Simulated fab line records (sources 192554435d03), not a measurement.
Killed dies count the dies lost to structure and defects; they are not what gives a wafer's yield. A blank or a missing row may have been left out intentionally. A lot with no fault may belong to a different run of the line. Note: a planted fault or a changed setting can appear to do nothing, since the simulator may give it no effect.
Chamber matching ; flow n5-finfet ; rie-diel-03 running N5_MOL_CONTACT_COAG_STRIP_72: 4 sister chambers
The step strips in N2/H2. 20 wafers are shown with their chamber, then 10 later ones without.

## WAFERS, EACH WITH ITS CHAMBER
wafer;chamber;drypump-motor-current-A (A);throttle-valve-pct (%);showerhead-plenum-p-Torr (Torr)
L078.2;3;5.6;24.2;2.62
L078.3;2;6.7;23.6;2.58
L078.6;2;6.7;23.6;2.58
L077.4;2;6.8;23.6;2.58
L077.5;0;6.0;24.0;2.48
L077.6;1;6.5;23.3;2.59
L079.1;3;5.6;24.2;2.62
L079.4;2;6.7;23.6;2.58
L079.6;2;6.7;23.6;2.58
L081.1;0;6.0;24.0;2.48
L081.2;1;6.5;23.3;2.59
L081.6;2;6.8;23.6;2.58
L083.2;2;6.7;23.6;2.58
L083.3;0;6.0;24.0;2.47
L083.6;1;6.5;23.4;2.59
L085.1;1;6.5;23.3;2.58
L085.4;0;6.0;24.0;2.47
L085.6;1;6.5;23.3;2.58
L086.2;3;5.6;24.2;2.61
L086.4;2;6.7;23.6;2.58

SIGNATURES (means of the wafers above)
reading;chamber 0;chamber 1;chamber 2;chamber 3;scatter within a chamber
drypump-motor-current-A;6.000;6.500;6.725;5.600;0.0306
throttle-valve-pct;24.000;23.320;23.600;24.200;0.0224
showerhead-plenum-p-Torr;2.4750;2.5860;2.5800;2.6167;0.00423
Rule: a wafer's distance from a chamber is the root of the sum, over the readings, of the square of ((its reading less the chamber's mean) divided by the reading's scatter). If the next closest chamber is less than 2 further off than the closest, the wafer can't be placed; otherwise it belongs to the closest. The scatter: take each reading less its chamber's mean, square it, sum over the shown wafers, divide by the number of wafers less the number of chambers, and take the root.

## WAFERS WITHOUT THEIR CHAMBER
wafer;drypump-motor-current-A (A);throttle-valve-pct (%);showerhead-plenum-p-Torr (Torr)
L086.5;6.7;23.6;2.58
L087.1;6.0;24.1;2.47
L087.2;5.6;24.2;2.61
L087.5;6.7;23.6;2.58
L093.2;6.5;23.4;2.58
L093.4;5.6;24.3;2.61
L093.6;6.7;23.6;2.57
L094.1;6.0;24.0;2.46
L094.3;5.6;24.3;2.61
L094.4;6.7;23.6;2.57

## EACH ONE'S CHAMBER
wafer;from the rows above;in truth
L086.5;2;2
L087.1;0;0
L087.2;3;3
L087.5;2;2
L093.2;1;1
L093.4;3;3
L093.6;2;2
L094.1;0;0
L094.3;3;3
L094.4;2;2
10 of 10 placed correctly. Can't be placed from these rows: 0. Number placed wrongly: 0.
